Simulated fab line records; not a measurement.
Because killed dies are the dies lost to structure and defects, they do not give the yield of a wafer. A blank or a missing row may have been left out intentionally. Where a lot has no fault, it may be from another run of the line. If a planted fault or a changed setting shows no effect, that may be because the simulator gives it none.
8D (eight disciplines) problem report, filled in by code    flow n5-finfet    the parts of the form that need people (team, actions taken, sign-off) are left out

1. WHAT IS WRONG
Wafers free of any fault read 0 nm (standard deviation 4.9) for M12_OVL at N5_BEOL_M12_OVL_MEAS_29, against a mean of 30 nm on 9 wafers of 3 lots. Relative to the usual mean, that is a shift of +6.2 standard deviations.
First seen on wafer L377.2, day 15 21:37, on overlay-02. At this step, 30 wafers from 10 lots have a number in the record. By rule, "out" or "out of limits" means more than 4 standard deviations away from the usual mean. The rest of the wafers with a number are treated as sound.

2. WHAT IT IS AND WHAT IT IS NOT
question                     is                      is not
which readings at this step  M12_OVL                 -
which lots                   L377, L378, L379        L359, L360, L363, L366, L369, L380, L381
which wafers of those lots   all that have a number  -
read on which gauges         overlay-01, overlay-02  -
when                         from day 15 21:37       up to then (15 sound wafers); but 6 sound wafers of L380, L381 came after

3. SUSPECTS, AND WHAT RULES EACH OUT
Counting: a tool at any process step up to the reading remains a suspect when it ran all the lots that are out and ran no sound lot after the first of those.
- the gauge at N5_BEOL_M12_OVL_MEAS_29 has been ruled out. Those wafers that are out were read across 2 gauges (overlay-01, overlay-02).
- krf-scanner-02 at N5_BEOL_M12_EXPOSE_25 (exposes mask M12): kept. It processed each lot that is out, first L377 at day 15 21:25, and no sound lot thereafter; up to then, the last sound lot it processed was L369 at day 13 18:37.
The count leaves krf-scanner-02 at N5_BEOL_M12_EXPOSE_25.

4. THE CAUSE (what the simulator had put in)
Scanner matching overlay: krf-scanner-02, from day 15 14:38 on, at N5_BEOL_M12_EXPOSE_25. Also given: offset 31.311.
This tool alone remained once counting was done.

5. THE CHAIN OF EFFECTS, in route order
One row per reading whose mean, taken over the struck wafers that have a number, lies over 3 standard deviations from the usual. Only readings for which the record gives a usual standard deviation are gone through. hours: the time from each lot's start at the first step in this table that gives one to its start at this step, as a median over the lots. sigmas: the change in usual standard deviations.
hours  step                     reading  usual  on struck wafers  change  sigmas
0      N5_BEOL_M12_OVL_MEAS_29  M12_OVL  0 nm   30                +30     +6.2

6. WHAT WOULD HAVE CAUGHT IT SOONER
7 hours passed between the start of the fault at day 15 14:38 and the first reading out of limits at a measuring or inspecting step in this record, taken at day 15 21:37.
Among the 3 lots that are out, L378, L379 began N5_BEOL_M12_EXPOSE_25 on krf-scanner-02 after day 15 21:37. A hold on the tool at that time would have spared those 2.
